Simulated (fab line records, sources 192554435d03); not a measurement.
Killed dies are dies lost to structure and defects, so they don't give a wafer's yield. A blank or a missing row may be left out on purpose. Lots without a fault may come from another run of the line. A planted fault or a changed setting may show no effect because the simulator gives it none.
Split-lot experiment | flow n5_finfet | 7 lots, 39 wafers read, on a route of 1938 steps

THE SPLIT
At N5_BEOL_M15_SPUTTER_44 (material Ta, target thk 15 nm, time 24.19 s), the setting time_s was moved away from the recipe's 24.19 s on 12 of the 39 wafers read, by -39.6% to +58.3%. The other wafers ran this setting at the recipe's value.

FROM THE SPLIT TO THE READING: what the file shows between them, 3 steps
- N5_BEOL_M15_SPUTTER_45: material Cu, target thk 100 nm, time 16.67 s
- N5_BEOL_M15_ECD_47: material Cu, target thk 1860 nm
- N5_BEOL_M15_ANNEAL_48: time 90 s

THE READING
barrier_field_endpoint_s, in s, at N5_BEOL_M15_CMP_49 (polishes, stops on SiO2, t overpolish 4.9 s, target thk 850 nm). Fault-free wafers of this fab line usually give 11.36 s, standard deviation 0.3 s.

wafer  | tool, chamber at the split | time_s as run, s | against the recipe | barrier_field_endpoint_s, s | against lot-mates on the recipe
L079.2 | pvd_sputter-01, -          | 24.19            | recipe             | 10.97                       | -
L079.4 | pvd_sputter-01, -          | 24.19            | recipe             | 11.07                       | -
L079.1 | pvd_sputter-01, -          | 24.19            | recipe             | 11.13                       | -
L079.3 | pvd_sputter-01, -          | 24.19            | recipe             | 11.13                       | -
L079.5 | pvd_sputter-01, -          | 24.19            | recipe             | 11.11                       | -
L079.6 | pvd_sputter-01, -          | 24.19            | recipe             | 11.41                       | -
L080.4 | pvd_sputter-02, -          | 30.57            | +26.4%             | 12.72                       | +1.42
L080.3 | pvd_sputter-02, -          | 30.57            | +26.4%             | 12.55                       | +1.25
L080.2 | pvd_sputter-02, -          | 24.19            | recipe             | 11.13                       | -
L080.1 | pvd_sputter-02, -          | 24.19            | recipe             | 11.48                       | -
L080.5 | pvd_sputter-02, -          | 30.57            | +26.4%             | 12.80                       | +1.50
L080.6 | pvd_sputter-02, -          | 24.19            | recipe             | 11.28                       | -
L081.1 | pvd_sputter-01, -          | 24.19            | recipe             | 11.68                       | -
L081.3 | pvd_sputter-01, -          | 24.19            | recipe             | 11.57                       | -
L081.6 | pvd_sputter-01, -          | 24.19            | recipe             | 11.50                       | -
L085.1 | pvd_sputter-02, -          | 24.19            | recipe             | 11.53                       | -
L085.2 | pvd_sputter-02, -          | 14.6             | -39.6%             | 9.67                        | -2.01
L085.3 | pvd_sputter-02, -          | 24.19            | recipe             | 11.73                       | -
L085.4 | pvd_sputter-02, -          | 14.6             | -39.6%             | 9.69                        | -1.99
L085.5 | pvd_sputter-02, -          | 14.6             | -39.6%             | 9.24                        | -2.44
L085.6 | pvd_sputter-02, -          | 24.19            | recipe             | 11.78                       | -
L092.2 | pvd_sputter-03, -          | 38.3             | +58.3%             | 14.62                       | +3.23
L092.4 | pvd_sputter-03, -          | 38.3             | +58.3%             | 14.69                       | +3.30
L092.3 | pvd_sputter-03, -          | 24.19            | recipe             | 11.37                       | -
L092.1 | pvd_sputter-03, -          | 38.3             | +58.3%             | 14.64                       | +3.25
L092.6 | pvd_sputter-03, -          | 24.19            | recipe             | 11.38                       | -
L092.5 | pvd_sputter-03, -          | 24.19            | recipe             | 11.43                       | -
L093.1 | pvd_sputter-03, -          | 24.19            | recipe             | 10.99                       | -
L093.2 | pvd_sputter-03, -          | 24.19            | recipe             | 11.35                       | -
L093.3 | pvd_sputter-03, -          | 30.47            | +26.0%             | 12.62                       | +1.41
L093.4 | pvd_sputter-03, -          | 30.47            | +26.0%             | 12.90                       | +1.69
L093.5 | pvd_sputter-03, -          | 30.47            | +26.0%             | 12.05                       | +0.84
L093.6 | pvd_sputter-03, -          | 24.19            | recipe             | 11.30                       | -
L095.2 | pvd_sputter-01, -          | 24.19            | recipe             | 11.27                       | -
L095.4 | pvd_sputter-01, -          | 24.19            | recipe             | 10.91                       | -
L095.1 | pvd_sputter-01, -          | 24.19            | recipe             | 11.06                       | -
L095.3 | pvd_sputter-01, -          | 24.19            | recipe             | 11.45                       | -
L095.5 | pvd_sputter-01, -          | 24.19            | recipe             | 11.17                       | -
L095.6 | pvd_sputter-01, -          | 24.19            | recipe             | 10.98                       | -

THE FIT
A straight line over all 39 wafers: barrier_field_endpoint_s changes by +0.0522 s for each +1% of time_s; r = +0.97; the points scatter about the line by 0.27 s.
The same after taking each lot's own level away (the mean of its wafers on the recipe; 39 wafers): +0.0546 s for each +1%; r = +0.99; scatter 0.17 s.
On that fit, the largest move of time_s shifts the reading by 3.2 s.
The lots' own levels span 11.137 to 11.680 s, that is 1.8 times the standard deviation above.
So the lot-to-lot level changes the slope little: the two slopes agree.
Check: with one of the wafers moved furthest among these (+58.3%) left out of the fit, the line predicts +3.17 s for it against its lot-mates. It came out at +3.23 s against them.

THE WHOLE CHAIN: every reading that the file lists as answering this split, in the file's order
step                   | what it does                                                   | reading                                                                           | change (the file's fit)               | r (the file's)
N5_BEOL_M15_SPUTTER_44 | material Ta, target thk 15 nm, time 24.19 s                    | Ta_of_BEOL_M15_SPUTTER_44.thk_nm (the simulator's own value, which no gauge read) | +0.148 nm for each +1% of the setting | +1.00
N5_BEOL_M15_CMP_49     | polishes, stops on SiO2, t overpolish 4.9 s, target thk 850 nm | barrier_field_endpoint_s                                                          | +0.0545 s for each +1% of the setting | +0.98

THE FILE'S OWN FIT
barrier_field_endpoint_s changes by +0.0545 s for each +1% of time_s, r = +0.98.
